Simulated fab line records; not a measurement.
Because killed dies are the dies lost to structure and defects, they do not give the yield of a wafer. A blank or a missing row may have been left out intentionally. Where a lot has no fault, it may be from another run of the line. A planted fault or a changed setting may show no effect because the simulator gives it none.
Problem report, 8D (eight disciplines) form, completed by code + flow n5_finfet + the parts of the form that need people (team, actions taken, sign-off) are left out

1. THE ISSUE
Wafers without a fault read 35, standard deviation 11; killed_at_M0_to_M3 at N5_PASSIVATION_PROBE_49 reads a mean of 125 on 6 wafers belonging to 2 lots. That puts it +8.2 standard deviations away from the usual mean.
First observed at day 16 10:41: wafer L197.2, on prober-02. The record holds 6 wafers of 2 lots with a number at this step. Rule for "out", or "out of limits": more than 4 standard deviations from the usual mean. All remaining wafers that have a number are taken as sound.

2. WHAT IT IS; WHAT IT IS NOT
| question                    | is                     | is not                                                         |
|-----------------------------|------------------------|----------------------------------------------------------------|
| which readings at this step | killed_at_M0_to_M3     | killed_at_contacts, killed_at_other, killed_open, killed_short |
| which lots                  | L197, L200             | -                                                              |
| which wafers of those lots  | all that have a number | -                                                              |
| read on which tools         | prober-02              | -                                                              |
| when                        | from day 16 10:41      | up to then (0 sound wafers)                                    |

3. THE SUSPECTS, EACH WITH WHAT RULES IT OUT
Counting: any tool at a process step up to the reading is kept as a suspect provided that every lot that is out went through it and no sound lot did after the first of them.
- pvd_sputter-02 at N5_BEOL_M3_DEGAS_44 (time 60 s): kept. It ran every lot that is out, first L197 (day 11 13:27), and no sound lot after that.
- cvd_co-01 at N5_BEOL_M3_CVD_47 (deposits Co from CCTBA/H2, target thk 3 nm, time 223.8 s): kept. It ran every lot that is out, first L197 (day 11 13:52), and no sound lot after that.
- cvd_co-01 at N5_BEOL_M3_CO_CAP_55 (material Co, precursor CCTBA/H2, target thk 2 nm, time 102.1 s): kept. It ran every lot that is out, first L197 (day 11 17:33), and no sound lot after that.
- prober-02 at N5_PASSIVATION_PROBE_49: kept. It ran every lot that is out, first L197 (day 16 10:41), and no sound lot after that. Its own killed_at_M0_to_M3 readings are out on those wafers.
Left after counting: pvd_sputter-02 at N5_BEOL_M3_DEGAS_44, cvd_co-01 at N5_BEOL_M3_CVD_47, cvd_co-01 at N5_BEOL_M3_CO_CAP_55, prober-02 at N5_PASSIVATION_PROBE_49.

4. THE CAUSE (what the simulator had put in)
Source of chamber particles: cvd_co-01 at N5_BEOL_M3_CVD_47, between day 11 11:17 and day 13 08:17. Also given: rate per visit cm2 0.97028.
Of the 4 suspects that counting leaves, this tool is one.

5. THE EFFECT CHAIN, in route order
Each row: a reading where the mean over the struck wafers with a number is more than 3 standard deviations away from the usual. Readings are gone through only where the record gives a usual standard deviation; hours: the median, over the lots, of the time from a lot's start at the first step in this table giving one to that lot's start at this step; sigmas: the change measured in usual standard deviations.
| hours | step                    | reading              | usual  | on struck wafers | change | sigmas |
|-------|-------------------------|----------------------|--------|------------------|--------|--------|
| 0     | N5_PASSIVATION_PROBE_49 | defect_limited_yield | 91.0 % | 82.4             | -8.6   | -5.4   |
| 0     | N5_PASSIVATION_PROBE_49 | killed_at_M0_to_M3   | 35     | 125              | +90    | +8.2   |
| 0     | N5_PASSIVATION_PROBE_49 | killed_dies          | 106    | 207              | +101   | +5.3   |
| 0     | N5_PASSIVATION_PROBE_49 | killed_on_rim        | 14     | 29               | +15    | +3.7   |
| 0     | N5_PASSIVATION_PROBE_49 | sort_bin_5_function  | 5.3 %  | 10.7             | +5.4   | +5.4   |
| 0     | N5_PASSIVATION_PROBE_49 | sort_n_pass          | 1073   | 973              | -100   | -5.3   |
| 0     | N5_PASSIVATION_PROBE_49 | sort_yield_pct       | 91.0 % | 82.4             | -8.6   | -5.4   |
Its process steps:
- N5_PASSIVATION_PROBE_49

6. HOW IT WOULD HAVE BEEN CAUGHT EARLIER
First out-of-limits reading in this record: day 16 10:41, which is 119 hours after fault onset at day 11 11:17.
Each of the lots that are out, 2 in all, had begun N5_BEOL_M3_CVD_47 on cvd_co-01 no later than day 16 10:41. Holding the tool at that point would not have protected any of them.
